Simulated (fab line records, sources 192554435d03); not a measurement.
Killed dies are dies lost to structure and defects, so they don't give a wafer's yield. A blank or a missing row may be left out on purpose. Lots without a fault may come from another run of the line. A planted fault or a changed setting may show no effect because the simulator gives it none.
Which tool did it? | flow n5_finfet | 10 lots, 30 wafers sampled, at 1 step of a route of 1938

WHAT THE GAUGES READ, wafer by wafer
N5_BEOL_M5_OVL_MEAS_12.
lot  | measured     | on         | M5_OVL (nm)
L252 | day 8 22:36  | overlay-02 | -1.0 -0.8 -0.7
L253 | day 9 14:41  | overlay-02 | 0.3 -0.3 -0.8
L256 | day 9 14:57  | overlay-01 | 0.2 -0.5 0.4
L257 | day 10 10:32 | overlay-02 | -1.8 -0.4 -0.5
L262 | day 11 12:47 | overlay-02 | -1.4 -1.9 -0.7
L263 | day 11 21:29 | overlay-02 | -2.2 -1.4 -1.5
L266 | day 12 17:41 | overlay-02 | -0.2 -0.3 -0.3
L269 | day 13 02:16 | overlay-02 | -0.6 -0.5 -0.4
L270 | day 13 13:02 | overlay-01 | -2.1 -0.2 -1.0
L273 | day 14 06:07 | overlay-01 | 0.0 0.5 -0.6

WHICH TOOL RAN EACH LOT (tool, then ch and the chambers of the sampled wafers, then the start)
The record holds no process step before these readings.

THE ANSWER, worked out from the rows above alone
Rule: what is usual is taken from the lots themselves. Put in order of their means at a reading, lots are off if they are a third of the lots or fewer, leave a main group of 4 or more, and stand apart from it by a gap of 3 or more times the standard deviation of the main group's means; of several such gaps the widest counts. A main group whose means are all the same, to the digits that the tables above print for the reading, isn't used. A lot without any number at a reading at which 4 lots or more have one is off too. The other lots that the step has rows for count as sound.
No lot is off at any reading shown: from this, nothing can be told.

WHAT THE SIMULATOR HAD PUT IN
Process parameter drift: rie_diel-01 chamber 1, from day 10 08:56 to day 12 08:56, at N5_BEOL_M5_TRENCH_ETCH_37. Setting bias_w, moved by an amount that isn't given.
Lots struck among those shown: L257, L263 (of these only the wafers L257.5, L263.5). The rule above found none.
